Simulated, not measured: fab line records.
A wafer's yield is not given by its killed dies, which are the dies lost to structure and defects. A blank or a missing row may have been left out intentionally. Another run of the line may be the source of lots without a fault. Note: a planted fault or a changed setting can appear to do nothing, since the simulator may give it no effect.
fab line records	flow nand-harc
[record] lots = 14	wafers = 42	last-day = 24
route steps=1159 shown P_BONDPAD@367 A_ONON_D1@430 END@1159
lots with no fault: from the same line, run without faults
start-h: hours from the record's opening day to when the first of the lot's shown wafers began	wait-h: time in hours since the lot's previous step	" same as the row above	L1.1+2: a row that stands for several wafers	- no value, or no start given	* or withheld: withheld	< > ~ a bound
route shown NAME@n: NAME is a module with steps in the file, n the number in the route of the first one	usual: average and standard deviation across the fault-free wafers	same: alike in all rows	chamber/n: place in a boat	sites: the reading at each site	_std_site: standard deviation of those values	_edge_site: mean of outer sites minus mean of inner sites	radius-mm: for every site, how far away it sits from the centre of the wafer	mask NAME#n: copy n	behind: the most recent tool/chamber to have shaped the wafer	hold: cause of the lot's hold/its duration in hours/its outcome	device: the transistor (n, p or np) that didn't switch	end of line: the tests these same wafers got at the end of their route	a step with no rows: only its recipe	killed: not the wafer's yield, but the dies lost to structure and defects at the first sort	map: shows each die of a wafer: x if killed, . if not, _ if none is there
set.NAME: the setting as run; set.NAME@STEP: as run at that earlier step	model.NAME: the simulator's own value behind a step, which no gauge read
steps of the route over a sample of lots; a table a step, a row a wafer
services: a tool's chamber out of use, with start hour (start-h, from the record's first day; less than 0 if before it), hours out, and reason
[[steps]]
[step NHARC_P_BONDPAD_DESCUM_11]
[recipe] time-s = 3	o2-flow-sccm = 200	ar-flow-sccm = 0	bias-power-w = 0	chemistry = O2
[usual] chamber-pressure-mTorr = 60.00/0.051	drypump-motor-current-A = 5.9/0.33	oes-product-au = 1.001/0.0087	rf-vpp-V = 57.9/0.81	showerhead-plenum-p-Torr = 1.95/0.084	throttle-valve-pct = 11.311/0.009
[same] time-s = 3
lot.wafer	tool	chamber	start-h	wait-h	chamber-pressure-mTorr	drypump-motor-current-A	oes-product-au	rf-hours-counter-h	rf-vpp-V	showerhead-plenum-p-Torr	throttle-valve-pct
L983.3	rie-diel-02	3	132.00	-	59.96	6.1	1.004	8	58.3	2.03	11.311
L983.4	"	1	"	"	60.00	6.4	0.997	13	56.6	1.87	11.312
L983.6	"	3	"	"	60.13	6.1	0.989	-	58.1	2.03	11.295
L984.1	rie-diel-02	3	141.22	-	59.97	6.0	1.000	9	57.9	2.03	11.316
L984.4	"	1	"	"	60.03	6.4	0.995	13	56.8	1.87	11.314
L984.6	"	3	"	"	60.01	6.1	1.000	-	58.3	2.03	11.330
L985.2	rie-diel-02	0	141.95	-	59.92	5.8	1.001	14	57.7	2.05	11.306
L985.3	"	2	"	"	60.01	5.7	0.997	13	58.0	1.86	11.311
L985.6	"	0	"	"	59.94	5.9	0.997	-	58.6	2.05	11.317
L986.4	rie-diel-07	3	151.15	-	60.06	6.4	1.001	31	59.1	2.00	11.304
L986.1	"	1	"	"	60.02	5.6	1.022	33	58.9	2.02	11.302
L986.6	"	0	"	"	60.06	5.5	1.014	-	57.9	1.94	11.320
L987.2	rie-diel-10	3	152.67	-	60.05	5.4	1.007	54	58.6	1.96	11.312
L987.5	"	2	"	"	60.08	5.7	1.009	-	58.0	1.80	11.303
L987.6	"	3	"	"	60.03	5.4	1.012	-	57.0	1.96	11.329
L990.1	rie-diel-02	0	168.03	-	60.09	5.8	0.980	2	60.0	2.04	11.315
L990.2	"	2	"	"	60.04	5.7	0.978	2	57.2	1.86	11.315
L990.5	"	0	"	"	59.97	5.8	0.981	-	59.0	2.04	11.328
L988.4	rie-diel-02	2	170.64	-	60.11	5.7	0.997	2	57.3	1.86	11.315
L988.3	"	3	"	"	60.04	6.0	1.009	2	58.0	2.03	11.300
L988.6	"	0	"	"	59.94	5.8	0.991	-	58.8	2.04	11.313
L991.1	rie-diel-02	3	175.94	-	60.04	6.1	1.004	2	56.6	2.03	11.322
L991.4	"	0	"	"	59.99	5.8	0.994	2	58.7	2.04	11.303
L991.2	"	1	"	"	59.89	6.4	1.000	2	57.8	1.87	11.330
L993.3	rie-diel-02	3	184.59	-	60.01	6.1	1.009	3	58.5	2.03	11.320
L993.4	"	2	"	"	59.99	5.7	0.999	3	58.3	1.86	11.308
L993.6	"	3	"	"	60.04	6.1	1.001	-	57.3	2.03	11.312
L103.1	rie-diel-02	0	243.63	-	60.07	5.8	0.993	9	58.5	2.04	11.321
L103.2	"	2	"	"	59.89	5.7	0.997	10	58.1	1.86	11.305
L103.4	"	3	"	"	60.01	6.0	0.991	10	59.0	2.02	11.297
L102.2	rie-diel-02	1	245.43	-	60.00	6.4	1.016	9	56.4	1.87	11.320
L102.6	"	0	"	"	60.01	5.8	0.985	-	58.4	2.04	11.317
L102.5	"	1	"	"	60.00	6.4	1.007	-	57.5	1.87	11.307
L101.2	rie-diel-02	1	245.92	-	60.00	6.4	0.998	9	57.8	1.87	11.318
L101.3	"	3	"	"	59.99	6.1	1.002	10	58.5	2.02	11.309
L101.6	"	1	"	"	60.07	6.4	0.997	-	58.4	1.87	11.301
L105.4	rie-diel-02	2	259.48	-	60.01	5.7	0.996	12	57.8	1.86	11.314
L105.1	"	3	"	"	59.95	6.1	0.999	12	58.5	2.02	11.302
L105.3	"	0	"	"	59.96	5.8	0.986	11	58.9	2.04	11.307
L106.4	rie-diel-10	3	268.17	-	60.01	5.4	0.994	31	57.8	1.95	11.317
L106.6	"	1	"	"	60.02	5.3	1.006	-	58.2	1.99	11.304
L106.5	"	2	"	"	60.03	5.7	1.002	-	57.6	1.79	11.320
[step NHARC_P_BONDPAD_PVD_17]
[recipe] target-thk-a = 50	bias-v = 168.6	power-w = 15000	chamber-pressure-pa = 0.12	time-s = 8.06	substrate-temp-c = 50	material = TaN
[usual] throttle-valve-pct = 30.1/1.1
[same] time-s = 8.06
lot.wafer	tool	chamber	start-h	wait-h	throttle-valve-pct
L983.3	pvd-sputter-01	-	-	-	29.6
L983.4	"	-	"	"	30.6
L983.6	"	-	"	"	30.5
L984.4	pvd-sputter-01	-	-	-	30.6
L984.1	"	-	"	"	30.5
L984.6	"	-	"	"	30.6
L985.3	pvd-sputter-03	-	-	-	30.7
L985.2	"	-	"	"	29.5
L985.6	"	-	"	"	31.6
L986.1	pvd-sputter-03	-	-	-	32.0
L986.4	"	-	"	"	29.5
L986.6	"	-	"	"	31.8
L987.2	pvd-sputter-02	-	-	-	28.5
L987.5	"	-	"	"	28.5
L987.6	"	-	"	"	30.9
L990.1	pvd-sputter-03	-	-	-	29.9
L990.2	"	-	"	"	29.3
L990.5	"	-	"	"	30.1
L988.4	pvd-sputter-02	-	-	-	28.9
L988.3	"	-	"	"	28.3
L988.6	"	-	"	"	29.5
L991.2	pvd-sputter-01	-	-	-	31.6
L991.4	"	-	"	"	30.3
L991.1	"	-	"	"	28.8
L993.4	pvd-sputter-03	-	-	-	29.2
L993.3	"	-	"	"	30.4
L993.6	"	-	"	"	30.1
L103.2	pvd-sputter-01	-	-	-	29.1
L103.1	"	-	"	"	30.1
L103.4	"	-	"	"	31.4
L102.2	pvd-sputter-01	-	-	-	30.2
L102.6	"	-	"	"	31.2
L102.5	"	-	"	"	30.4
L101.3	pvd-sputter-03	-	-	-	30.3
L101.2	"	-	"	"	30.0
L101.6	"	-	"	"	31.9
L105.1	pvd-sputter-02	-	-	-	28.4
L105.3	"	-	"	"	29.3
L105.4	"	-	"	"	28.0
L106.4	pvd-sputter-01	-	-	-	31.2
L106.5	"	-	"	"	30.3
L106.6	"	-	"	"	31.5
[step NHARC_A_ONON_D1_DEP_09]
[recipe] target-thk-a = 10000	n2-flow-sccm = 2750	n2o-flow-sccm = 2000	nh3-flow-sccm = 500	sih4-flow-sccm = 210	temp-c = 400
lot.wafer	tool	chamber	start-h	wait-h
L983.3+4+6	pecvd-onon-04	0	160.11	0.2
L984.1+4+6	pecvd-onon-04	0	169.37	0.1
L985.2+3+6	pecvd-onon-02	0	169.42	0.1
L986.1+4+6	pecvd-onon-02	0	179.14	0.1
L987.2+5+6	pecvd-onon-03	0	179.23	0.1
L990.1+2+5	pecvd-onon-02	0	198.19	0.1
L988.3+4+6	pecvd-onon-04	0	198.36	0.2
L991.1+2+4	pecvd-onon-02	0	205.50	0.1
L993.3+4+6	pecvd-onon-02	0	215.09	0.2
L103.1+2+4	pecvd-onon-02	0	271.42	0.1
L101.2+3+6	pecvd-onon-03	0	271.43	0.1
L102.2+5+6	pecvd-onon-04	0	271.47	0.1
L105.1+3+4	pecvd-onon-02	0	286.30	0.1
L106.4+5+6	pecvd-onon-03	0	297.40	0.2
[step NHARC_A_ONON_D1_THK_MEAS_11]
[recipe] thk-meas-gauge = ellipsometry
[usual] thk-nm = 1000/6.2
lot.wafer	tool	chamber	start-h	wait-h	thk-nm
L983.3	film-metro-01	-	160.50	-	1007
L983.4	"	-	"	"	1005
L983.6	"	-	"	"	1005
L984.1	film-metro-01	-	169.88	-	996
L984.4	"	-	"	"	997
L984.6	"	-	"	"	997
L985.2	film-metro-02	-	169.90	-	995
L985.3	"	-	"	"	996
L985.6	"	-	"	"	995
L986.1	film-metro-02	-	179.65	-	1004
L986.4	"	-	"	"	1001
L986.6	"	-	"	"	1003
L987.2	film-metro-01	-	179.68	-	996
L987.5	"	-	"	"	996
L987.6	"	-	"	"	995
L990.1	film-metro-02	-	198.70	-	314
L990.2	"	-	"	"	313
L990.5	"	-	"	"	315
L988.3	film-metro-02	-	198.75	-	990
L988.4	"	-	"	"	989
L988.6	"	-	"	"	991
L991.1	film-metro-02	-	206.03	-	312
L991.2	"	-	"	"	310
L991.4	"	-	"	"	312
L993.3	film-metro-01	-	215.49	-	314
L993.4	"	-	"	"	315
L993.6	"	-	"	"	315
L101.2	film-metro-02	-	271.89	-	995
L101.3	"	-	"	"	998
L101.6	"	-	"	"	996
L102.2	film-metro-01	-	271.92	-	999
L102.5	"	-	"	"	999
L102.6	"	-	"	"	998
L103.1	film-metro-02	-	271.95	-	990
L103.2	"	-	"	"	989
L103.4	"	-	"	"	989
L105.1	film-metro-01	-	286.83	-	1010
L105.3	"	-	"	"	1008
L105.4	"	-	"	"	1009
L106.4	film-metro-01	-	297.74	-	1001
L106.5	"	-	"	"	1002
L106.6	"	-	"	"	1004
[step NHARC_END_SORT_01]
[recipe] temp-c = 25
[usual] killed-at-array = 25/9.5	killed-at-other = 0.8/1.2	killed-at-periphery = 3.4/2.2	killed-dies = 29/10	killed-open = 3.3/1.8	killed-short = 2.1/1.4
[same] gross-dies = 677
lot.wafer	tool	chamber	start-h	wait-h	killed-at-array	killed-at-other	killed-at-periphery	killed-dies	killed-open	killed-short
L990.1	prober-02	0	485.88	2.5	670	1	6	677	5	4
L990.2	prober-02	0	486.67	2.8	672	0	5	677	7	0
L990.5	prober-02	0	489.06	3.7	675	1	1	677	1	0
L991.1	prober-02	0	495.38	2.5	674	1	2	677	4	1
L991.2	prober-02	0	496.18	2.8	676	1	0	677	2	1
L991.4	prober-02	0	497.78	3.4	674	0	3	677	4	4
L993.3	prober-02	0	504.82	3.1	675	1	1	677	2	0
L993.4	prober-02	0	505.61	3.4	674	0	3	677	3	2
L993.6	prober-02	0	507.20	4.0	675	0	2	677	4	3
// killed by level:class
L990.1 A_ONON_D1:area-dep=635 A_CHANNEL_HOLE_D1:chamber-film-flake=18 A_SLIT:chamber-film-flake=12 P_GATE:geometric-particle:open=2 A_WL_FILL:geometric-particle:short=2 P_CONTACT:geometric-particle:open=1 P_M0:geometric-particle:short=1 P_M2:geometric-particle:open=1
L990.2 A_ONON_D1:area-dep=637 A_CHANNEL_HOLE_D1:chamber-film-flake=12 A_CONTACT:chamber-film-flake=8 A_SLIT:chamber-film-flake=5 A_SGD_CUT:chamber-film-flake=3 A_CHANNEL_FILL_D1:geometric-particle:open=2 A_M0:geometric-particle:open=2 A_STAIRCASE:chamber-film-flake=2
L990.5 A_ONON_D1:area-dep=647 A_CHANNEL_HOLE_D1:chamber-film-flake=17 A_SLIT:chamber-film-flake=4 A_CONTACT:chamber-film-flake=3 A_WL_FILL:geometric-particle:open=1 P_BONDPAD:chamber-film-flake=1 A_ZERO_WELL:chamber-film-flake=1 A_CHANNEL_FILL_D1:chamber-film-flake=1
L991.1 A_ONON_D1:area-dep=658 A_CONTACT:chamber-film-flake=5 A_CHANNEL_HOLE_D1:chamber-film-flake=3 A_WL_FILL:chamber-film-flake=2 P_CONTACT:geometric-particle:open=1 A_SLIT:geometric-particle:open=1 A_WL_FILL:geometric-particle:short=1 A_WL_FILL:geometric-particle:open=1
L991.2 A_ONON_D1:area-dep=661 A_CHANNEL_HOLE_D1:chamber-film-flake=5 A_CONTACT:chamber-film-flake=4 A_CHANNEL_FILL_D1:geometric-particle:open=2 A_WL_FILL:chamber-film-flake=2 A_CONTACT:geometric-particle:short=1 A_ZERO_WELL:chamber-film-flake=1 THIN_TSV:chamber-film-flake=1
L991.4 A_ONON_D1:area-dep=661 A_CONTACT:chamber-film-flake=3 P_M0:geometric-particle:open=2 A_CHANNEL_FILL_D1:geometric-particle:short=2 A_CHANNEL_FILL_D1:chamber-film-flake=2 A_WL_FILL:chamber-film-flake=2 P_GATE:geometric-particle:open=1 A_SGD_CUT:geometric-particle:short=1
L993.3 A_ONON_D1:area-dep=647 A_CHANNEL_HOLE_D1:chamber-film-flake=17 A_SLIT:chamber-film-flake=7 A_STAIRCASE:chamber-film-flake=2 A_ONON_D1:geometric-particle:open=1 STARTING-WAFER:geometric-particle:open=1 P_ZERO_WELL:chamber-film-flake=1 A_CONTACT:chamber-film-flake=1
L993.4 A_ONON_D1:area-dep=636 A_SLIT:chamber-film-flake=20 A_CHANNEL_HOLE_D1:chamber-film-flake=11 A_ONON_D1:geometric-particle:short=2 A_CONTACT:chamber-film-flake=2 P_CONTACT:geometric-particle:open=1 A_CONTACT:geometric-particle:open=1 A_M0:geometric-particle:open=1
L993.6 A_ONON_D1:area-dep=633 A_CHANNEL_HOLE_D1:chamber-film-flake=20 A_SLIT:chamber-film-flake=13 A_CONTACT:geometric-particle:short=2 A_WL_FILL:chamber-film-flake=2 P_CONTACT:geometric-particle:open=1 A_CHANNEL_FILL_D1:geometric-particle:open=1 A_WL_FILL:geometric-particle:short=1
[[services]]
tool	chamber	start-h	hours	kind
pecvd-onon-02	-	111.00	13.0	pm
rie-diel-07	3	112.13	6.7	repair
rie-diel-02	0	129.94	-	clean
rie-diel-02	1	129.94	-	clean
rie-diel-02	-	150.71	9.0	pm
rie-diel-10	1	152.61	8.9	repair
pecvd-onon-03	-	153.41	13.0	pm
pvd-sputter-01	-	158.02	10.0	pm
rie-diel-10	-	174.08	0.2	repair
rie-diel-10	-	176.50	9.0	pm
pvd-sputter-02	-	210.87	8.0	repair
pvd-sputter-02	-	218.88	10.0	pm
rie-diel-02	3	222.69	4.1	repair
rie-diel-07	-	228.25	9.0	pm
pecvd-onon-04	-	237.00	13.0	pm
rie-diel-07	-	245.11	0.2	repair
pvd-sputter-03	-	249.30	1.1	repair
pvd-sputter-02	-	252.39	4.0	repair
pvd-sputter-02	-	266.45	7.2	repair
rie-diel-10	3	270.08	9.6	repair
pvd-sputter-03	-	280.00	10.0	pm
rie-diel-02	3	284.28	12.4	repair
rie-diel-10	0	290.46	1.5	repair
pecvd-onon-02	-	292.00	13.0	pm
[[key]]
[first-sign] step = NHARC_A_ONON_D1_THK_MEAS_11	reading = thk-nm	direction = down	sigmas = 99+	usual = 1000	struck = 313
[effect] step = NHARC_END_SORT_01	reading = killed-at-array	direction = up	sigmas = 68	usual = 25	struck = 674
[more-kills-born-at] NHARC_A_ONON_D1_DEP_09@pecvd-onon-02 = 5815
met-at NHARC_A_ONON_D1_DEP_09
struck-lots L990,L991,L993
later-rows-left-out L990.1,L990.2,L990.5,L991.1,L991.2,L991.4,L993.3,L993.4,L993.6
tester-left-out L990,L991,L993
not-acting-at NHARC_P_BONDPAD_DESCUM_11,NHARC_P_BONDPAD_PVD_17
onset-between 179.14 198.19
[fault] kind = process-parameter-drift	tool = pecvd-onon-02	chamber = -	onset-h = 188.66	steps = NHARC_A_ONON_D1_DEP_09	channel = target-thk-a	offset = *	shape = step	end-h = 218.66	acts-in = *	stated = *
// tester-left-out: of these lots the tester's yield and bins aren't shown, on N5 and GAA mostly nor the transistor test; their killed dies are dies lost to structure and defects alone, not to doping, threshold or leakage, so they don't give the yield
// later-rows-left-out: the simulator's readings of these wafers behind a module that went badly wrong aren't trusted and aren't shown, but for the sort
